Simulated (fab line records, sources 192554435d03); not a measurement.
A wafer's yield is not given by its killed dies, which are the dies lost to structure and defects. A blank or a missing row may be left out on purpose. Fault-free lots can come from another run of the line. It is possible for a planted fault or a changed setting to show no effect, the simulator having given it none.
A lot that was struck, set against a sound lot + flow n5 finfet + 39 out of 1938 route steps
Sound: wafers L560.2, L560.3, L560.4. Wafers L569.2, L569.3, L569.6 were the ones struck. The cause is given at the end.
For every step that has rows: the tool of each side, followed by ch and its chambers, followed by its first start. Under that, the readings that differ: sound wafers + struck wafers + difference of the means + sigmas: that difference in standard deviations of wafers without a fault.
alike: readings with means less than 2 such deviations apart, plus words and numbers identical on both sides. not compared: withheld readings, readings lacking a value on some wafer, bounds such as >300 that could conceal the same value, and numbers that have no deviation in the record and whose values overlap.
Wherever a step has rows on one side only, a row that says differs or no value, or a row with sigmas, the two part there. Numbers that have no deviation but don't overlap get no sigmas and don't part them. Lack of a reading on every wafer of one side parts them only where that side has two or more wafers.

first, 9 steps without rows for these wafers: N5_GATE_CUT_CMP_23 (polishes, stops on SiO2, t overpolish 23.4 s, target thk 16 nm); N5_GATE_CUT_CMP_43 (polishes SiO2); N5_GATE_CUT_CMP_61 (polishes, stops on SiNx, t overpolish 3 s); N5_MOL_CONTACT_COAG_COAT_103 (time 60 s, resist thk 80 nm); N5_MOL_CONTACT_COAG_COAT_104 (time 60 s, resist thk 12 nm); N5_MOL_CONTACT_COAG_COAT_58 (time 60 s, resist thk 10 nm); N5_MOL_CONTACT_COAG_COAT_02 (resist thk 30 nm); N5_MOL_CONTACT_COAG_EBR_04; N5_MOL_CONTACT_COAG_SOFTBAKE_03 (time 60 s).
N5_MOL_CONTACT_COAG_EXPOSE_05: exposes mask CA, defocus 0 nm.
  sound on euv scanner-01 ch 0, day 8 18:31; struck on euv scanner-01 ch 0, day 10 14:09
| reading              | sound             | struck            | difference | sigmas |
|----------------------|-------------------|-------------------|------------|--------|
| exposure dose mJ cm2 | 38.09 38.16 38.16 | 34.56 34.56 34.57 | -3.57      | -17    |
  alike: mask
then, 2 steps without rows for these wafers: N5_MOL_CONTACT_COAG_PEB_06 (peb time 60 s); N5_MOL_CONTACT_COAG_DEVELOP_07 (develop time 30 s).
N5_MOL_CONTACT_COAG_CD_MEAS_08: target cd 28 nm.
  sound on cd sem-02 ch 0, day 8 18:38; struck on cd sem-03 ch 0, day 10 14:17
| reading    | sound             | struck            | difference | sigmas |
|------------|-------------------|-------------------|------------|--------|
| cd nm (nm) | 28.14 28.14 27.77 | 26.03 26.06 25.96 | -2.00      | -7     |
then, 1 step without rows for these wafers: N5_MOL_CONTACT_COAG_DESCUM_13 (chemistry O2, time 7 s).
N5_MOL_CONTACT_COAG_ETCH_59: etches underlayer in N2/H2, target depth 13 nm, time 10.4 s.
  sound on rie diel-05 ch 0,1,3, day 8 18:48; struck on rie diel-04 ch 0,2, day 10 14:33
| reading                                  | sound       | struck       | difference | sigmas |
|------------------------------------------|-------------|--------------|------------|--------|
| model.MOL_CONTACT_COAG.cd offset nm (nm) | 0.6 0.2 0.4 | -2.2 -1.8 -2 | -2.4       |        |
  alike: drypump motor current A, etch rf on time s, oes product au, rf fwd power W, rf vpp V, showerhead plenum p Torr, throttle valve pct
  not compared: rf hours counter h
then, 7 steps without rows for these wafers: N5_MOL_CONTACT_COAG_ETCH_105 (etches SiARC in CF4, target depth 15.6 nm, time 26 s); N5_MOL_CONTACT_COAG_ETCH_106 (etches SOC in N2/H2, target depth 80 nm, overetch 16 nm, time 120 s); N5_MOL_CONTACT_COAG_STRIP_107 (strips in N2/H2); N5_MOL_CONTACT_COAG_STRIP_108 (strips in N2/H2); N5_MOL_CONTACT_COAG_CONTACT_ETCH_14 (etches SiO2 in C4F6/O2, target depth 27.5 nm, overetch 8.5 nm, time 20 s); N5_MOL_CONTACT_COAG_STRIP_109 (strips in C4F6/O2); N5_MOL_CONTACT_COAG_ETCH_15 (etches SiNx in CH3F/O2, stops on Si:P, target depth 7 nm).
N5_MOL_CONTACT_COAG_ETCH_110: etches Si in CF4/O2, target depth 2.5 nm, time 8 s.
  sound on rie diel-05 ch 0,1,3, day 8 19:02; struck on rie diel-04 ch 0,2, day 10 14:47
| reading                                  | sound       | struck         | difference | sigmas |
|------------------------------------------|-------------|----------------|------------|--------|
| model.MOL_CONTACT_COAG.cd offset nm (nm) | 0.4 0.2 0.2 | -2.6 -1.4 -1.6 | -2.1       |        |
  alike: drypump motor current A, oes product au, rf fwd power W, rf vpp V, showerhead plenum p Torr, throttle valve pct
  not compared: rf hours counter h
then, 1 step without rows for these wafers: N5_MOL_CONTACT_COAG_STRIP_98 (strips in N2/H2).
N5_MOL_CONTACT_COAG_CD_MEAS_99: target cd 17.2 nm.
  sound on cd sem-02, day 8 19:10; struck on cd sem-03, day 10 14:55
| reading    | sound          | struck         | difference | sigmas |
|------------|----------------|----------------|------------|--------|
| cd nm (nm) | 17.7 17.0 17.0 | 14.6 16.0 15.4 | -1.9       | -4     |
then, 12 steps without rows for these wafers: N5_MOL_CONTACT_COAG_IMPLANT_129; N5_MOL_CONTACT_COAG_PRECLEAN_111 (cleans in NF3:NH3, afs cycles 1, time 20 s, sublimation time 60 s); N5_MOL_CONTACT_COAG_TI_SIL_19 (material Ti, target thk 4.2 nm, time 15 s); N5_MOL_CONTACT_COAG_ALD_20 (deposits TiN, target thk 1.5 nm, pulse time 1 s, purge time 3 s); N5_MOL_CONTACT_COAG_SIL_ANNEAL_21 (time 60 s); N5_MOL_CONTACT_COAG_PRE_CLEAN_141 (time 60 s); N5_MOL_CONTACT_COAG_SPUTTER_143 (material Co, target thk 2.5 nm); N5_MOL_CONTACT_COAG_CO_FILL_22 (material Co, precursor CCTBA/H2, target thk 20 nm); N5_MOL_CONTACT_COAG_ANNEAL_113 (time 300 s); N5_MOL_CONTACT_COAG_PRE_CLEAN_142 (time 60 s); N5_MOL_CONTACT_COAG_SPUTTER_130 (material Co, target thk 47.5 nm); N5_MOL_CONTACT_COAG_PRECLEAN_125 (cleans in DIW, time 57.5 s).
-- record jumps: 3 days separate the struck wafers' starts on either side; left off in module MOL_CONTACT_COAG, taken up again in module BEOL_M4, whose first shown step is the route's number 1111 --
N5_BEOL_M4_RC_MEAS_101:
  sound on prober-02 ch 0, day 12 04:19; struck on prober-01 ch 0, day 13 23:28
| reading             | sound          | struck         | difference | sigmas |
|---------------------|----------------|----------------|------------|--------|
| RC_DENSE_N (ohm.um) | 18.8 19.1 18.8 | 24.0 21.6 21.6 | +3.5       | +5     |
| RC_DENSE_P (ohm.um) | 23.5 23.7 23.1 | 30.5 27.3 27.1 | +4.9       | +6     |
| RC_N (ohm.um)       | 15.4 15.7 15.2 | 19.1 17.5 17.5 | +2.6       | +5     |
| RC_P (ohm.um)       | 19.3 19.5 18.9 | 24.1 21.8 22.0 | +3.4       | +5     |
  alike: DIBL_N, DIBL_P, IOFF_N, IOFF_P, ION_N, ION_P, SS_N, SS_P, VT_N, VT_P
-- a jump in the record: the struck wafers' starts before and after are 4 days apart (it breaks off in module BEOL_M4 and resumes in module PASSIVATION, where the first step shown is number 1936 of the route) --
N5_PASSIVATION_PROBE_49:
  sound on prober-02, day 16 04:34; struck on prober-02, day 18 07:59
| reading             | sound    | struck   | difference | sigmas |
|---------------------|----------|----------|------------|--------|
| killed at contacts  | 2 8 16   | 41 31 41 | +29        | +6     |
| killed at front end | 53 63 66 | 31 34 34 | -28        | -3     |
  alike: defect limited yield, killed_at_M0_to_M3, killed_at_M4_up, killed at other, killed dies, killed open, killed short, sort_bin_5_function, sort_bin_6_memory, sort n pass, sort yield pct

## WHERE THEY PART
At N5_MOL_CONTACT_COAG_EXPOSE_05 first; at N5_PASSIVATION_PROBE_49 last (within this record only).

WHY: what the simulator had put in
Drift in process parameters on euv scanner-01 at N5_MOL_CONTACT_COAG_EXPOSE_05, starting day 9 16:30. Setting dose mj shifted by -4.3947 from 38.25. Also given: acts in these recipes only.
